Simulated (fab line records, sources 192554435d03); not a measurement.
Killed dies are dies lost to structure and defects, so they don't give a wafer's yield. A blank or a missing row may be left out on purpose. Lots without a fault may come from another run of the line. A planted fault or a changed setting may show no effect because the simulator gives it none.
Which tool did it? | flow n5_finfet | 10 lots, 30 wafers sampled, at 1 step of a route of 1938

WHAT THE GAUGES READ, wafer by wafer
N5_BEOL_M2_RS_MEAS_58: measures by four-point-probe.
lot  | measured     | on            | M2_RS (ohm/sq)
L568 | day 7 21:16  | film_metro-01 | 0.718 0.688 0.716
L571 | day 8 07:47  | film_metro-02 | 0.690 0.667 0.685
L572 | day 8 12:24  | film_metro-01 | 0.719 0.706 0.726
L575 | day 8 22:23  | film_metro-02 | 0.705 0.706 0.688
L577 | day 10 04:10 | film_metro-02 | 0.703 0.718 0.779
L578 | day 10 11:19 | film_metro-02 | 0.699 0.689 0.696
L586 | day 12 03:39 | film_metro-01 | 0.681 0.695 0.681
L589 | day 12 15:18 | film_metro-01 | 0.666 0.647 0.715
L590 | day 13 05:24 | film_metro-02 | 0.669 0.654 0.646
L591 | day 13 11:39 | film_metro-02 | 0.643 0.631 0.654

WHICH TOOL RAN EACH LOT (tool, then ch and the chambers of the sampled wafers, then the start)
The record holds no process step before these readings.

THE ANSWER, worked out from the rows above alone
Rule: what is usual is taken from the lots themselves. Put in order of their means at a reading, lots are off if they are a third of the lots or fewer, leave a main group of 4 or more, and stand apart from it by a gap of 3 or more times the standard deviation of the main group's means; of several such gaps the widest counts. A main group whose means are all the same, to the digits that the tables above print for the reading, isn't used. A lot without any number at a reading at which 4 lots or more have one is off too. The other lots that the step has rows for count as sound.
No lot is off at any reading shown: from this, nothing can be told.

WHAT THE SIMULATOR HAD PUT IN
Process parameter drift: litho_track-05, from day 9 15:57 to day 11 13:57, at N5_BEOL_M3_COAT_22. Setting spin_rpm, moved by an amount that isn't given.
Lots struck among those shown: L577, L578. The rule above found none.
